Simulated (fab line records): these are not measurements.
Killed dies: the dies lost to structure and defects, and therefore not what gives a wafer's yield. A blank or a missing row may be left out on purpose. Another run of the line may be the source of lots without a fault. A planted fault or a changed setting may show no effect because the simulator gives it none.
Which tool is to blame? | flow n5Finfet | 8 lots with 24 wafers sampled at 6 steps, on a route of 1938 steps

WHAT THE GAUGES SHOWED, per wafer
N5_BEOL_M3_OCD_MEAS_38. Usual: trenchDepthNm reads 55.5 nm (standard deviation 1.2).
lot  | measured     | on     | trenchDepthNm (nm) | flag
L824 | day 7 12:03  | ocd-02 | 56.2 55.7 53.9     | 
L834 | day 10 00:46 | ocd-01 | 55.1 56.6 55.7     | 
L839 | day 11 22:06 | ocd-02 | 41.0 39.0 38.6     | OFF
L841 | day 12 02:14 | ocd-01 | 40.8 39.4 38.6     | OFF
L843 | day 12 22:49 | ocd-02 | 39.3 40.0 40.3     | OFF
L842 | day 13 06:27 | ocd-02 | 39.2 38.4 39.4     | OFF
L845 | day 13 14:11 | ocd-01 | 56.6 56.5 56.1     | 
L846 | day 14 01:19 | ocd-01 | 53.1 56.1 55.8     | 

N5_BEOL_M4_RC_MEAS_101. Usual: DIBL_N 36.2 mV/V, standard deviation 1.6; DIBL_P 36.1 mV/V, standard deviation 2; IOFF_N 0.16 nA/um, standard deviation 0.032; IOFF_P 0.22 nA/um, standard deviation 0.036; ION_N 672 uA/um, standard deviation 11; ION_P 463 uA/um, standard deviation 7.5; SS_N 71.4 mV/dec, standard deviation 0.58; SS_P 73.2 mV/dec, standard deviation 0.67; VT_N 250 mV, standard deviation 3.3; VT_P -250 mV, standard deviation 3.3.
lot  | measured     | on        | DIBL_N (mV/V)  | DIBL_P (mV/V)  | IOFF_N (nA/um) | IOFF_P (nA/um) | ION_N (uA/um) | ION_P (uA/um) | SS_N (mV/dec)  | SS_P (mV/dec)  | VT_N (mV)   | VT_P (mV)      | flag
L824 | day 8 07:29  | prober-01 | 35.8 33.8 35.6 | 35.9 32.6 34.7 | 0.15 0.11 0.15 | 0.24 0.19 0.22 | 678 659 672   | 477 464 470   | 71.1 70.3 71.3 | 73.3 72.6 72.8 | 249 253 248 | -246 -251 -247 | 
L834 | day 10 22:03 | prober-01 | 35.3 36.7 36.0 | 35.8 37.5 36.4 | 0.15 0.18 0.15 | 0.24 0.27 0.24 | 675 681 677   | 474 474 471   | 71.6 72.1 71.7 | 72.6 73.8 73.5 | 250 247 250 | -246 -243 -247 | 
L839 | day 12 12:28 | prober-02 | 34.2 33.3 36.3 | 33.8 32.6 36.6 | 0.13 0.13 0.17 | 0.18 0.17 0.23 | 647 657 665   | 455 459 457   | 70.6 70.6 72.2 | 72.7 72.4 73.4 | 253 251 248 | -253 -251 -250 | 
L841 | day 12 22:08 | prober-02 | 34.9 32.7 37.0 | 35.6 32.1 37.2 | 0.14 0.12 0.19 | 0.23 0.18 0.27 | 668 677 681   | 463 467 472   | 71.3 70.6 71.7 | 73.1 72.5 73.3 | 253 251 245 | -246 -248 -244 | 
L843 | day 13 17:14 | prober-02 | 40.5 37.6 38.3 | 38.1 34.2 34.9 | 0.21 0.15 0.16 | 0.27 0.20 0.20 | 666 660 653   | 462 462 457   | 71.8 71.4 71.7 | 73.7 72.6 72.8 | 246 250 251 | -247 -250 -250 | 
L842 | day 14 05:20 | prober-02 | 35.7 35.1 36.1 | 34.4 34.1 35.5 | 0.15 0.15 0.16 | 0.18 0.17 0.19 | 675 665 679   | 458 449 455   | 71.3 71.9 71.9 | 73.4 73.3 73.0 | 250 252 249 | -255 -251 -251 | 
L845 | day 14 11:01 | prober-02 | 33.9 35.4 34.7 | 34.4 37.0 36.1 | 0.12 0.14 0.13 | 0.17 0.20 0.19 | 661 679 669   | 464 466 466   | 70.6 70.3 70.5 | 71.7 72.9 72.2 | 254 253 254 | -253 -249 -252 | 
L846 | day 15 03:51 | prober-02 | 38.7 36.5 34.7 | 39.5 37.2 35.7 | 0.20 0.16 0.13 | 0.25 0.22 0.20 | 694 679 661   | 469 470 465   | 72.4 72.2 71.4 | 73.6 73.4 72.2 | 244 250 252 | -246 -247 -252 | 

WHICH TOOL RAN EACH LOT (tool, then ch and the chambers of the sampled wafers, then the start)
lot  | N5_BEOL_M3_STRIP_19               | N5_BEOL_M3_ETCH_77                | N5_BEOL_M3_ETCH_69                | N5_BEOL_M3_TRENCH_ETCH_37
L824 | rieDiel-03 ch 1,2,3, day 7 08:22  | rieDiel-05 ch 0,1, day 7 09:16    | rieDiel-05 ch 0,1, day 7 09:17    | rieDiel-03 ch 0,1, day 7 11:54
L834 | rieDiel-05 ch 2,3, day 9 17:42    | rieDiel-03 ch 1,3, day 9 18:22    | rieDiel-03 ch 1,3, day 9 18:23    | rieDiel-03 ch 0,1,2, day 10 00:37
L839 | rieDiel-03 ch 0,1,3, day 11 09:31 | rieDiel-05 ch 0,1,3, day 11 10:04 | rieDiel-05 ch 0,1,3, day 11 10:05 | rieDiel-03 ch 0,1,3, day 11 21:57
L841 | rieDiel-05 ch 0,2,3, day 11 18:07 | rieDiel-03 ch 0,2,3, day 11 18:40 | rieDiel-03 ch 0,2,3, day 11 18:41 | rieDiel-03 ch 0,2,3, day 12 02:05
L843 | rieDiel-03 ch 0,3, day 12 12:58   | rieDiel-05 ch 0,2,3, day 12 13:35 | rieDiel-05 ch 0,2,3, day 12 13:36 | rieDiel-03 ch 0,2,3, day 12 22:39
L842 | rieDiel-04 ch 0,1, day 12 19:22   | rieDiel-03 ch 0,1,3, day 12 19:55 | rieDiel-03 ch 0,1,3, day 12 19:56 | rieDiel-03 ch 1,2, day 13 06:18
L845 | rieDiel-05 ch 0,3, day 13 07:23   | rieDiel-05 ch 0,3, day 13 07:56   | rieDiel-05 ch 0,3, day 13 07:57   | rieDiel-04 ch 0,2, day 13 14:02
L846 | rieDiel-04 ch 0,2, day 13 15:18   | rieDiel-03 ch 0,1,3, day 13 15:59 | rieDiel-03 ch 0,1,3, day 13 15:59 | rieDiel-04 ch 0,1,3, day 14 01:10
- N5_BEOL_M3_STRIP_19: strips in O2.
- N5_BEOL_M3_ETCH_77: etches underlayer in N2/H2, target depth 6.5 nm, time 5.2 s.
- N5_BEOL_M3_ETCH_69: etches SiARC in CF4, target depth 15.6 nm, time 26 s.
- N5_BEOL_M3_TRENCH_ETCH_37: etches SiOC in C4F6/O2, target depth 55.555 nm, time 29.2 s.

AS READ BY THE TOOLS THEMSELVES (means over the sampled wafers that have a number; for cases with no such wafer, the mark the record gives instead)
N5_BEOL_M3_STRIP_19. Usual: drypumpMotorCurrentA 5.6 A, standard deviation 0.42; oesProductAu 0.76 a.u., standard deviation 0.074; rfVppV 3.6 V, standard deviation 0.46; showerheadPlenumPTorr 2.11 Torr, standard deviation 0.055; throttleValvePct 16.80 %, standard deviation 0.21.
lot  | tool       | drypumpMotorCurrentA (A) | oesProductAu (a.u.) | rfVppV (V) | showerheadPlenumPTorr (Torr) | throttleValvePct (%) | flag
L824 | rieDiel-03 | 5.3                      | 0.74                | 3.9        | 2.15                         | 16.83                | 
L834 | rieDiel-05 | 5.6                      | 0.73                | 3.7        | 2.09                         | 16.76                | 
L839 | rieDiel-03 | 5.4                      | 0.78                | 3.5        | 2.11                         | 16.87                | 
L841 | rieDiel-05 | 5.6                      | 0.72                | 3.4        | 2.12                         | 16.83                | 
L843 | rieDiel-03 | 5.5                      | 0.81                | 3.5        | 2.09                         | 16.83                | 
L842 | rieDiel-04 | 5.7                      | 0.74                | 3.4        | 2.09                         | 16.96                | 
L845 | rieDiel-05 | 5.8                      | 0.71                | 4.0        | 2.15                         | 16.96                | 
L846 | rieDiel-04 | 6.2                      | 0.78                | 3.3        | 2.13                         | 16.63                | 

N5_BEOL_M3_ETCH_77. Usual: drypumpMotorCurrentA 5.5 A, standard deviation 0.37; etchRfOnTimeS 5.22 s, standard deviation 0.16; n2FlowSccm 200.0 sccm, standard deviation 0.56; oesProductAu 0.64 a.u., standard deviation 0.061; rfFwdPowerW 819.5 W, standard deviation 2.5; rfVppV 524.0 V, standard deviation 2.1; showerheadPlenumPTorr 2.54 Torr, standard deviation 0.059; throttleValvePct 17.92 %, standard deviation 0.19.
lot  | tool       | drypumpMotorCurrentA (A) | etchRfOnTimeS (s) | n2FlowSccm (sccm) | oesProductAu (a.u.) | rfFwdPowerW (W) | rfVppV (V) | showerheadPlenumPTorr (Torr) | throttleValvePct (%) | flag
L824 | rieDiel-05 | 5.7                      | 5.26              | 199.9             | 0.61                | 822.5           | 524.5      | 2.60                         | 17.94                | 
L834 | rieDiel-03 | 5.3                      | 5.17              | 199.9             | 0.64                | 820.9           | 524.0      | 2.56                         | 17.93                | 
L839 | rieDiel-05 | 5.8                      | 5.31              | 199.6             | 0.61                | 820.8           | 524.3      | 2.56                         | 18.04                | 
L841 | rieDiel-03 | 5.4                      | 5.13              | 199.8             | 0.71                | 819.2           | 524.6      | 2.56                         | 17.81                | 
L843 | rieDiel-05 | 5.7                      | 5.30              | 199.9             | 0.60                | 819.8           | 523.4      | 2.55                         | 17.96                | 
L842 | rieDiel-03 | 5.4                      | 5.14              | 199.9             | 0.66                | 818.0           | 523.4      | 2.54                         | 17.97                | 
L845 | rieDiel-05 | 5.8                      | 5.24              | 200.4             | 0.61                | 822.2           | 524.3      | 2.56                         | 18.12                | 
L846 | rieDiel-03 | 5.4                      | 5.14              | 200.0             | 0.65                | 820.4           | 524.4      | 2.53                         | 17.98                | 

N5_BEOL_M3_ETCH_69. Usual: drypumpMotorCurrentA 5.5 A (standard deviation 0.37); etchRfOnTimeS 26.2 s (standard deviation 0.68); oesProductAu 0.64 a.u. (standard deviation 0.06); rfFwdPowerW 532.4 W (standard deviation 2.4); rfVppV 184.0 V (standard deviation 0.99); showerheadPlenumPTorr 2.14 Torr (standard deviation 0.05); throttleValvePct 15.69 % (standard deviation 0.18).
lot  | tool       | drypumpMotorCurrentA (A) | etchRfOnTimeS (s) | oesProductAu (a.u.) | rfFwdPowerW (W) | rfVppV (V) | showerheadPlenumPTorr (Torr) | throttleValvePct (%) | flag
L824 | rieDiel-05 | 5.7                      | 26.4              | 0.62                | 530.9           | 184.5      | 2.18                         | 15.75                | 
L834 | rieDiel-03 | 5.3                      | 26.2              | 0.64                | 535.2           | 185.0      | 2.17                         | 15.80                | 
L839 | rieDiel-05 | 5.7                      | 26.5              | 0.61                | 533.8           | 183.8      | 2.15                         | 15.76                | 
L841 | rieDiel-03 | 5.4                      | 25.9              | 0.71                | 531.4           | 184.4      | 2.16                         | 15.61                | 
L843 | rieDiel-05 | 5.6                      | 26.2              | 0.61                | 534.1           | 184.7      | 2.15                         | 15.72                | 
L842 | rieDiel-03 | 5.4                      | 26.1              | 0.65                | 532.6           | 184.2      | 2.14                         | 15.77                | 
L845 | rieDiel-05 | 5.8                      | 26.0              | 0.61                | 535.1           | 184.5      | 2.15                         | 15.78                | 
L846 | rieDiel-03 | 5.4                      | 26.1              | 0.65                | 532.9           | 184.3      | 2.14                         | 15.80                | 

N5_BEOL_M3_TRENCH_ETCH_37. Usual: drypumpMotorCurrentA 5.6 A, standard deviation 0.47; oes_f_703_au 0.75 a.u., standard deviation 0.068; oes_o_777_au 0.76 a.u., standard deviation 0.068; oesProductAu 0.76 a.u., standard deviation 0.075; rfFwdPowerW 350.0 W, standard deviation 1.5; rfVppV 668 V, standard deviation 14; showerheadPlenumPTorr 2.84 Torr, standard deviation 0.073; throttleValvePct 20.94 %, standard deviation 0.18.
lot  | tool       | drypumpMotorCurrentA (A) | oes_f_703_au (a.u.) | oes_o_777_au (a.u.) | oesProductAu (a.u.) | rfFwdPowerW (W) | rfVppV (V) | showerheadPlenumPTorr (Torr) | throttleValvePct (%) | flag
L824 | rieDiel-03 | 5.2                      | 0.78                | 0.81                | 0.80                | 350.8           | 673        | 2.83                         | 20.86                | 
L834 | rieDiel-03 | 5.2                      | 0.83                | 0.85                | 0.85                | 350.8           | 670        | 2.84                         | 20.75                | 
L839 | rieDiel-03 | 5.4                      | 0.51                | 0.53                | 0.63                | 137.7           | 805        | 2.85                         | 20.98                | OFF
L841 | rieDiel-03 | 5.4                      | 0.54                | 0.57                | 0.68                | 136.4           | 802        | 2.88                         | 20.85                | OFF
L843 | rieDiel-03 | 5.4                      | 0.54                | 0.56                | 0.67                | 136.8           | 803        | 2.87                         | 20.86                | OFF
L842 | rieDiel-03 | 5.1                      | 0.56                | 0.59                | 0.69                | 137.1           | 799        | 2.88                         | 20.64                | OFF
L845 | rieDiel-04 | 6.3                      | 0.79                | 0.79                | 0.79                | 349.6           | 678        | 2.90                         | 20.85                | 
L846 | rieDiel-04 | 5.6                      | 0.80                | 0.80                | 0.79                | 350.8           | 658        | 2.82                         | 21.00                | 

THE ANSWER, worked out from the rows above alone
Rule: take the mean of a lot's wafers that have a number; if it is more than 3 standard deviations from the usual mean, the lot is off. A lot without any number at a reading at which 4 lots or more have one is off too. All remaining lots with rows at the step are treated as sound. The gauges are gone through in route order, then the tools' own readings, and for those a lot's mean is taken as printed above. At the first step where some lot is off, the reading lying furthest off is the one used; lots without a number count as furthest.
Off, at N5_BEOL_M3_OCD_MEAS_38 on trenchDepthNm: L839, L841, L843, L842.
If a tool, at a process step before that reading, ran all the lots that are off and no sound lot after the first of them, it fits. The gauges at N5_BEOL_M3_OCD_MEAS_38 aren't tried: what is off there is off at N5_BEOL_M3_TRENCH_ETCH_37 too, on other tools, and a gauge's error can't cause that. One fits: N5_BEOL_M3_TRENCH_ETCH_37 on rieDiel-03. A fault onset in the window from L834 (day 10 00:37, its last sound lot) to L839 (day 11 21:57, its first lot off) fits.
The tool's own readings at N5_BEOL_M3_TRENCH_ETCH_37 bear it out: on the lots that are off they differ by more than 5 times the standard deviation of the sound lots' means. oes_f_703_au reads 0.54 a.u. there against 0.80 a.u. on the sound lots; oes_o_777_au reads 0.56 a.u. there against 0.81 a.u. on the sound lots; oesProductAu reads 0.67 a.u. there against 0.81 a.u. on the sound lots; rfFwdPowerW reads 137.0 W there against 350.5 W on the sound lots; rfVppV reads 802 V there against 670 V on the sound lots.

WHAT WAS PUT IN BY THE SIMULATOR
Process parameter drift: rieDiel-03, from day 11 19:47 on, at N5_BEOL_M3_TRENCH_ETCH_37. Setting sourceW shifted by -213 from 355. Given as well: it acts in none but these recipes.
Shown lots that were struck: L839, L841, L843, L842. This agrees with what the rule above found.
